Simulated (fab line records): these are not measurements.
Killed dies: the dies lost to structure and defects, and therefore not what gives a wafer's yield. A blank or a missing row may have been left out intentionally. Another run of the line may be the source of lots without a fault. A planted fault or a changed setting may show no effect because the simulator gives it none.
Split-lot trial -- flow n5_finfet -- 21 wafers read across 7 lots, on a route 1938 steps long

== ABOUT THE SPLIT ==
At N5_BEOL_M0_SAQP_ETCH_88 (etches underlayer in N2/H2, target depth 6.5 nm, time 5.2 s), the setting source_w was moved away from the recipe's 840 W on 9 of the 21 wafers read, by -15.1% to +13.2%. For the rest of the wafers, this setting stayed at what the recipe calls for.

The reading is taken at the split's own step.

== THE READING ==
rf_vpp_V, in V, at N5_BEOL_M0_SAQP_ETCH_88 (etches underlayer in N2/H2, target depth 6.5 nm, time 5.2 s). Fault-free wafers of this fab line usually give 524.5 V, standard deviation 2.6 V.

wafer,"tool, chamber at the split","source_w as run, W",against the recipe,"rf_vpp_V, V",against lot-mates on the recipe
L083.1,"rie_diel-03, 1",840,recipe,523.8,-
L083.3,"rie_diel-03, 2",882.9,+5.1%,518.8,-6.4
L083.4,"rie_diel-03, 0",840,recipe,526.6,-
L085.2,"rie_diel-03, 2",840,recipe,526.0,-
L085.3,"rie_diel-03, 1",840,recipe,522.5,-
L085.6,"rie_diel-03, 0",713,-15.1%,553.7,+29.5
L089.4,"rie_diel-03, 2",950.9,+13.2%,503.9,-21.1
L089.5,"rie_diel-03, 0",840,recipe,525.0,-
L089.6,"rie_diel-03, 1",950.9,+13.2%,503.4,-21.6
L090.1,"rie_diel-06, 1",926.5,+10.3%,508.3,no lot-mate on the recipe
L090.2,"rie_diel-06, 3",926.5,+10.3%,506.6,no lot-mate on the recipe
L090.5,"rie_diel-06, 0",926.5,+10.3%,506.5,no lot-mate on the recipe
L092.1,"rie_diel-02, 0",840,recipe,523.1,-
L092.2,"rie_diel-02, 3",840,recipe,521.9,-
L092.5,"rie_diel-02, 0",840,recipe,520.9,-
L094.1,"rie_diel-02, 0",840,recipe,523.7,-
L094.4,"rie_diel-02, 3",840,recipe,521.5,-
L094.5,"rie_diel-02, 2",840,recipe,521.7,-
L095.2,"rie_diel-02, 2",735.2,-12.5%,546.5,+26.6
L095.4,"rie_diel-02, 3",840,recipe,519.9,-
L095.6,"rie_diel-02, 1",735.2,-12.5%,550.7,+30.8

FIT RESULTS
A straight line over all 21 wafers: rf_vpp_V changes by -1.75 V for each +1% of source_w; r = -0.98; the points scatter about the line by 2.5 V.
The same after taking each lot's own level away (the mean of its wafers on the recipe; 18 wafers): -1.91 V for each +1%; r = -0.99; scatter 2.3 V.
The reading moves by 29 V for the largest change in source_w, on that fit.
From 519.90 to 525.20 V: that is the span of the lots' own levels, equal to 2.0 times the standard deviation above.
Consequently the slope shifts little with the lot-to-lot level, the two slopes agreeing.
Check: with one of the wafers moved furthest among these (-15.1%) left out of the fit, the line predicts +30.3 V for it against its lot-mates. Against them it came out at +29.5 V.
Tool readings at the split's step, against how far the setting was moved: rf_vpp_V r = -0.98.

== THE FILE'S OWN FIT ==
rf_vpp_V changes by -1.92 V for each +1% of source_w, r = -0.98.
